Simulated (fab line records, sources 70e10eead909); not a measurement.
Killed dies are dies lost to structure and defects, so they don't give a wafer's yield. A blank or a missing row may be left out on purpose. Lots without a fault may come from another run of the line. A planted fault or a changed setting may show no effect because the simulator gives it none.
fab line records | flow nand_harc
record lots=13 wafers=39 last_day=24
route steps=1159 shown P_STI@92 P_GATE@122 END@1159
lots that met no fault: from a run of the same line without faults
start_h: hours from the record's first day to the start of the lot's first wafer shown | wait_h: hours since the lot's step before | " the same as in the row above | L1.1+2: a row that stands for several wafers | - no value, or no start given | * or withheld: withheld | < > ~ a bound
route shown NAME@n: a module of which the file shows steps, and the number in the route of the first | usual: mean/standard deviation of fault-free wafers | same: alike in all rows | chamber/n: place in a boat | sites: the reading at each site | _std_site: their standard deviation | _edge_site: outer sites' mean less inner sites' | radius_mm: how far each site lies from the wafer's centre | mask NAME#n: copy n | behind: the tool/chamber that last shaped the wafer | hold: why the lot was held/for how many hours/how that ended | device: the transistor (n, p or np) that didn't switch | end of line: the same wafers' tests at the end of the route | a step without rows: its recipe alone | killed: dies lost to structure and defects at the first sort, not the wafer's yield | map: a wafer's dies, x killed, . not, _ none there
set.NAME: the setting as run; set.NAME@STEP: as run at that earlier step | model.NAME: the simulator's own value behind a step, which no gauge read
steps of the route over a sample of lots; a table a step, a row a wafer
services: from which hour (start_h, from the record's first day; less than 0 if before it) a tool's chamber was out of use, for how many hours, and why
## steps
# step NHARC_P_STI_OCD_MEAS_17
# usual trench_depth_nm=300/4.9 trench_foot_cd_nm=157/3.7
# columns lot.wafer tool chamber start_h wait_h trench_depth_nm trench_foot_cd_nm
L123.1 ocd-01 - 33.35 0.1 301 153
L123.2 " - " " 303 160
L123.5 " - " " 297 156
L124.2 ocd-02 - 42.83 0.1 305 160
L124.3 " - " " 301 153
L124.5 " - " " 301 156
L125.2 ocd-02 - 50.28 0.1 296 162
L125.4 " - " " 306 163
L125.5 " - " " 300 156
L127.2 ocd-02 - 59.79 0.1 296 156
L127.3 " - " " 302 152
L127.5 " - " " 302 152
L128.2 ocd-02 - 66.88 0.1 307 160
L128.3 " - " " 294 156
L128.6 " - " " 289 154
L129.2 ocd-02 - 73.61 0.1 298 159
L129.4 " - " " 301 154
L129.6 " - " " 297 159
L130.1 ocd-01 - 77.74 0.1 299 152
L130.2 " - " " 301 154
L130.4 " - " " 295 154
L131.1 ocd-01 - 85.98 0.1 305 160
L131.3 " - " " 293 161
L131.5 " - " " 304 153
L132.1 ocd-01 - 93.44 0.1 302 151
L132.3 " - " " 299 149
L132.5 " - " " 299 154
L134.1 ocd-01 - 101.35 0.1 303 153
L134.4 " - " " 305 159
L134.5 " - " " 301 160
L135.1 ocd-01 - 108.70 0.1 301 158
L135.4 " - " " 296 158
L135.6 " - " " 303 160
L139.1 ocd-01 - 130.01 0.1 299 151
L139.3 " - " " 305 153
L139.6 " - " " 292 158
L146.2 ocd-02 - 173.96 0.1 298 154
L146.4 " - " " 307 152
L146.6 " - " " 308 159
# step NHARC_P_GATE_CD_MEAS_11
# recipe target_cd_nm=1640 landing_energy_ev=500
# usual cd_nm=1639.9/2.3
# columns lot.wafer tool chamber start_h wait_h cd_nm
L124.2 cd_sem-02 0 74.04 - 1639.8
L124.3 " 0 " " 1640.4
L124.5 " 0 " " 1638.5
L123.1 cd_sem-03 0 74.19 - 1640.1
L123.2 " 0 " " 1645.3
L123.5 " 0 " " 1637.6
L125.2 cd_sem-02 0 89.96 - 1645.1
L125.4 " 0 " " 1640.6
L125.5 " 0 " " 1636.9
L127.2 cd_sem-02 0 96.96 - 1641.3
L127.3 " 0 " " 1639.9
L127.5 " 0 " " 1637.3
L128.2 cd_sem-03 0 105.13 - 1635.3
L128.3 " 0 " " 1642.7
L128.6 " 0 " " 1635.4
L130.1 cd_sem-01 0 110.53 - 1642.7
L130.2 " 0 " " 1641.0
L130.4 " 0 " " 1635.6
L129.2 cd_sem-02 0 110.69 - 1642.5
L129.4 " 0 " " 1638.6
L129.6 " 0 " " 1638.3
L131.1 cd_sem-01 0 126.44 - 1640.8
L131.3 " 0 " " 1639.6
L131.5 " 0 " " 1638.2
L132.1 cd_sem-02 0 126.63 - 1641.4
L132.3 " 0 " " 1639.0
L132.5 " 0 " " 1634.5
L134.1 cd_sem-03 0 141.60 - 1638.7
L134.4 " 0 " " 1642.6
L134.5 " 0 " " 1641.0
L135.1 cd_sem-03 0 152.97 - 1637.8
L135.4 " 0 " " 1637.6
L135.6 " 0 " " 1639.3
L139.1 cd_sem-03 0 165.95 - 1642.0
L139.3 " 0 " " 1638.9
L139.6 " 0 " " 1641.7
L146.2 cd_sem-02 0 206.07 - 1637.2
L146.4 " 0 " " 1642.2
L146.6 " 0 " " 1637.9
# step NHARC_P_GATE_DEP_103
# recipe target_thk_a=300 target_thk_nm=30 temp_c=400 flow_sccm=200 rf_w=350 material=SiON
# usual heater_power_w=735/87
# columns lot.wafer tool chamber start_h wait_h heater_power_w
L124.3 pecvd-04 0 86.74 0.3 698
L124.2 " 2 " " 648
L124.5 " 2 " " 641
L123.1 pecvd-04 1 87.37 0.6 754
L123.2 " 0 " " 813
L123.5 " 1 " " 764
L125.2 pecvd-03 0 103.05 0.5 875
L125.5 " 2 " " 642
L125.4 " 0 " " 879
L127.2 pecvd-01 1 110.16 0.5 615
L127.3 " 2 " " 660
L127.5 " 1 " " 643
L128.3 pecvd-04 1 120.30 0.4 757
L128.2 " 2 " " 669
L128.6 " 0 " " 687
L130.2 pecvd-04 1 123.72 0.5 811
L130.1 " 2 " " 661
L130.4 " 0 " " 808
L129.2 pecvd-04 1 124.42 0.5 770
L129.4 " 0 " " 761
L129.6 " 1 " " 803
L132.3 pecvd-01 2 139.57 0.3 616
L132.1 " 0 " " 804
L132.5 " 2 " " 603
L131.1 pecvd-01 0 140.21 0.6 925
L131.3 " 2 " " 657
L131.5 " 2 " " 646
L134.1 pecvd-04 0 155.19 0.6 780
L134.5 " 1 " " 783
L134.4 " 0 " " 793
L135.1 pecvd-04 2 167.32 0.6 719
L135.6 " 0 " " 775
L135.4 " 2 " " 729
L139.1 pecvd-01 1 181.79 0.6 580
L139.3 " 0 " " 917
L139.6 " 1 " " 590
L146.2 pecvd-03 1 220.11 0.6 845
L146.6 " 1 " " 874
L146.4 " 2 " " 716
# step NHARC_P_GATE_EXPOSE_88
# recipe na=0.6 target_cd_nm=2000 dose_mj=11.87 mask_id=P_HVN
# columns lot.wafer tool chamber start_h wait_h mask
L123.1+2+5 krf_scanner-02 0 103.95 - P_HVN#0
L124.2+3+5 krf_scanner-02 0 106.78 - P_HVN#0
L125.2+4+5 krf_scanner-04 0 118.93 - P_HVN#0
L127.2+3+5 krf_scanner-03 0 126.10 - P_HVN#0
L128.2+3+6 krf_scanner-04 0 136.97 - P_HVN#0
L130.1+2+4 krf_scanner-03 0 139.50 - P_HVN#0
L129.2+4+6 krf_scanner-02 0 140.39 - P_HVN#0
L132.1+3+5 krf_scanner-03 0 155.61 - P_HVN#0
L131.1+3+5 krf_scanner-03 0 158.79 - P_HVN#0
L134.1+4+5 krf_scanner-02 0 171.96 - P_HVN#0
L135.1+4+6 krf_scanner-03 0 184.19 - P_PSD#0
L139.1+3+6 krf_scanner-03 0 197.90 - P_HVN#0
L146.2+4+6 krf_scanner-04 0 236.86 - P_HVN#0
# step NHARC_P_GATE_CD_MEAS_91
# recipe target_cd_nm=2000 landing_energy_ev=500
# usual cd_nm=2000.3/2.3
# columns lot.wafer tool chamber start_h wait_h cd_nm
L123.1 cd_sem-01 0 104.11 - 2004.0
L123.2 " 0 " " 2001.0
L123.5 " 0 " " 2000.9
L124.2 cd_sem-01 0 106.93 - 2002.1
L124.3 " 0 " " 2001.6
L124.5 " 0 " " 2000.9
L125.2 cd_sem-02 0 119.09 - 1997.9
L125.4 " 0 " " 1999.1
L125.5 " 0 " " 2000.2
L127.2 cd_sem-02 0 126.25 - 1998.7
L127.3 " 0 " " 1998.6
L127.5 " 0 " " 2002.7
L128.2 cd_sem-02 0 137.12 - 1997.8
L128.3 " 0 " " 2001.8
L128.6 " 0 " " 2000.6
L130.1 cd_sem-03 0 139.66 - 2003.1
L130.2 " 0 " " 2004.2
L130.4 " 0 " " 2003.0
L129.2 cd_sem-01 0 140.54 - 1997.2
L129.4 " 0 " " 1999.9
L129.6 " 0 " " 2000.1
L132.1 cd_sem-03 0 155.77 - 2003.2
L132.3 " 0 " " 2003.2
L132.5 " 0 " " 2000.7
L131.1 cd_sem-01 0 158.94 - 1998.4
L131.3 " 0 " " 2000.0
L131.5 " 0 " " 2000.5
L134.1 cd_sem-02 0 172.11 - 2000.6
L134.4 " 0 " " 1996.0
L134.5 " 0 " " 2000.6
L135.1 cd_sem-02 0 184.36 - -
L135.4 " 0 " " -
L135.6 " 0 " " -
L139.1 cd_sem-03 0 198.06 - 2000.4
L139.3 " 0 " " 2002.0
L139.6 " 0 " " 2001.4
L146.2 cd_sem-03 0 237.01 - 2003.3
L146.4 " 0 " " 2003.0
L146.6 " 0 " " 2000.8
# step NHARC_END_SORT_01
# recipe temp_c=25
# usual killed_at_array=25/10 killed_at_other=0.6/0.91 killed_at_periphery=3.6/2.9 killed_dies=29/10 killed_open=3.3/2 killed_short=1.9/1.5
# same gross_dies=677
# columns lot.wafer tool chamber start_h wait_h killed_at_array killed_at_other killed_at_periphery killed_dies killed_open killed_short
L135.1 prober-02 0 507.23 2.5 30 1 646 677 2 3
L135.4 prober-02 0 509.61 3.4 28 1 648 677 4 3
L135.6 prober-02 0 511.19 4.0 27 1 649 677 6 2
# killed by level:class
L135.1 P_GATE:area_expose=643 A_SLIT:chamber_film_flake=14 A_STAIRCASE:chamber_film_flake=6 A_CONTACT:chamber_film_flake=4 A_CHANNEL_HOLE_D1:geometric_particle:short=2 A_CHANNEL_HOLE_D1:chamber_film_flake=2 P_M0:geometric_particle:open=1 P_M0:geometric_particle:short=1
L135.4 P_GATE:area_expose=646 A_SLIT:chamber_film_flake=12 A_CHANNEL_HOLE_D1:chamber_film_flake=3 A_STAIRCASE:chamber_film_flake=3 A_CONTACT:chamber_film_flake=2 P_CONTACT:geometric_particle:open=1 A_CHANNEL_FILL_D1:geometric_particle:short=1 A_SGD_CUT:geometric_particle:short=1
L135.6 P_GATE:area_expose=647 A_SLIT:chamber_film_flake=12 A_CHANNEL_HOLE_D1:chamber_film_flake=3 A_STAIRCASE:chamber_film_flake=3 A_CONTACT:geometric_particle:open=2 P_GATE:chamber_film_flake=2 A_ONON_D1:geometric_particle:open=1 A_CHANNEL_HOLE_D1:geometric_particle:short=1
## services
# columns tool chamber start_h hours kind
pecvd-01 0 69.05 - clean
pecvd-01 1 69.05 - clean
pecvd-01 2 69.05 - clean
pecvd-03 - 70.29 0.3 repair
pecvd-01 - 81.70 5.9 repair
krf_scanner-04 - 89.32 19.1 repair
krf_scanner-02 - 98.81 0.7 repair
pecvd-03 - 111.61 13.0 pm
pecvd-03 0 111.61 13.0 vent_cycle
krf_scanner-04 - 126.00 4.0 pm
pecvd-03 0 151.72 2.3 repair
krf_scanner-03 - 168.00 4.0 pm
krf_scanner-03 - 176.91 0.6 repair
pecvd-04 - 195.00 13.0 pm
pecvd-04 0 195.00 13.0 vent_cycle
pecvd-04 1 195.00 13.0 vent_cycle
pecvd-04 2 195.00 13.0 vent_cycle
pecvd-01 - 204.38 0.6 repair
krf_scanner-04 - 204.44 0.3 repair
pecvd-04 0 208.00 - clean
pecvd-04 1 208.00 - clean
pecvd-04 2 208.00 - clean
krf_scanner-02 - 227.06 4.0 pm
pecvd-03 - 236.09 0.7 repair
## key
first_sign step=NHARC_P_GATE_EXPOSE_88 reading=mask direction=changed
effect step=NHARC_P_GATE_CD_MEAS_91 reading=cd_nm direction=missing
effect step=NHARC_END_SORT_01 reading=killed_at_periphery direction=up sigmas=99+ usual=3.6 struck=647.7
more_kills_born_at NHARC_P_GATE_EXPOSE_88@krf_scanner-03=1936
met_at NHARC_P_GATE_EXPOSE_88
struck_lots L135
later_rows_left_out L135.1,L135.4,L135.6
tester_left_out L135
not_acting_at NHARC_P_STI_OCD_MEAS_17,NHARC_P_GATE_CD_MEAS_11,NHARC_P_GATE_DEP_103
onset_between 158.79 184.19
fault kind=wrong_mask tool=any chamber=- onset_h=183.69 steps=NHARC_P_GATE_EXPOSE_88 aux_copy=P_PSD#0 scope=struck_lots_only
# tester_left_out: of these lots the tester's yield and bins aren't shown, on N5 and GAA mostly nor the transistor test; their killed dies are dies lost to structure and defects alone, not to doping, threshold or leakage, so they don't give the yield
# later_rows_left_out: the simulator's readings of these wafers behind a module that went badly wrong aren't trusted and aren't shown, but for the sort
